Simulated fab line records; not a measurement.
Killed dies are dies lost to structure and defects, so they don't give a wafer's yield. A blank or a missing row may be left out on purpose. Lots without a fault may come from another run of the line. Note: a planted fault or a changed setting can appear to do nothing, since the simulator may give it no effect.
Chamber matching :: flow nand harc :: NHARC_P_M0_ETCH_34 on rie diel-13 has 4 sister chambers
The step etches the open film in N2/H2, target depth 40 nm, overetch 12 nm, time 43.94 s. 4 wafers are shown with their chamber, then 11 later ones without.

WAFERS PAIRED WITH THEIR CHAMBERS
wafer: L087.4
chamber: 3
oes product au (a.u.): 1.013

wafer: L090.1
chamber: 1
oes product au (a.u.): 1.013

wafer: L090.6
chamber: 0
oes product au (a.u.): 1.010

wafer: L091.2
chamber: 2
oes product au (a.u.): 0.983

WAFERS WITH NO CHAMBER GIVEN
wafer: L091.3
oes product au (a.u.): 1.000

wafer: L091.4
oes product au (a.u.): 0.998

wafer: L093.1
oes product au (a.u.): 1.000

wafer: L093.3
oes product au (a.u.): 0.999

wafer: L093.6
oes product au (a.u.): 0.988

wafer: L094.2
oes product au (a.u.): 0.991

wafer: L094.3
oes product au (a.u.): 1.002

wafer: L094.4
oes product au (a.u.): 1.013

wafer: L096.1
oes product au (a.u.): 1.001

wafer: L096.3
oes product au (a.u.): 1.016

wafer: L096.5
oes product au (a.u.): 0.990

EACH ONE'S CHAMBER
wafer: L091.3
from the rows above: can't be placed: 0 or 1 or 3 or 2
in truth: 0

wafer: L091.4
from the rows above: can't be placed: 0 or 1 or 3 or 2
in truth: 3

wafer: L093.1
from the rows above: can't be placed: 0 or 1 or 3 or 2
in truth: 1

wafer: L093.3
from the rows above: can't be placed: 0 or 1 or 3 or 2
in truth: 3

wafer: L093.6
from the rows above: 2
in truth: 2

wafer: L094.2
from the rows above: can't be placed: 2 or 0 or 1 or 3
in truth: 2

wafer: L094.3
from the rows above: can't be placed: 0 or 1 or 3 or 2
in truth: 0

wafer: L094.4
from the rows above: can't be placed: 1 or 3 or 0
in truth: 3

wafer: L096.1
from the rows above: can't be placed: 0 or 1 or 3 or 2
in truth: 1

wafer: L096.3
from the rows above: can't be placed: 1 or 3 or 0
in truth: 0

wafer: L096.5
from the rows above: can't be placed: 2 or 0 or 1 or 3
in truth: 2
Correct placement for 1 of the 11. Not placeable from these rows: 10 (in 10, the candidates include the true chamber). Wrongly placed: 0.
How it was worked out, from the rows above alone: a wafer's distance from a chamber is the root of the sum, over the readings, of the square of ((its reading less the chamber's mean) divided by the reading's scatter). If the next closest chamber is less than 2 further off than the closest, the wafer can't be placed; otherwise it belongs to the closest. A chamber's mean is the mean of its shown wafers. The scatter: with one shown wafer a chamber, the root of the mean of the squares of how far each hidden wafer lies from its nearest shown one.
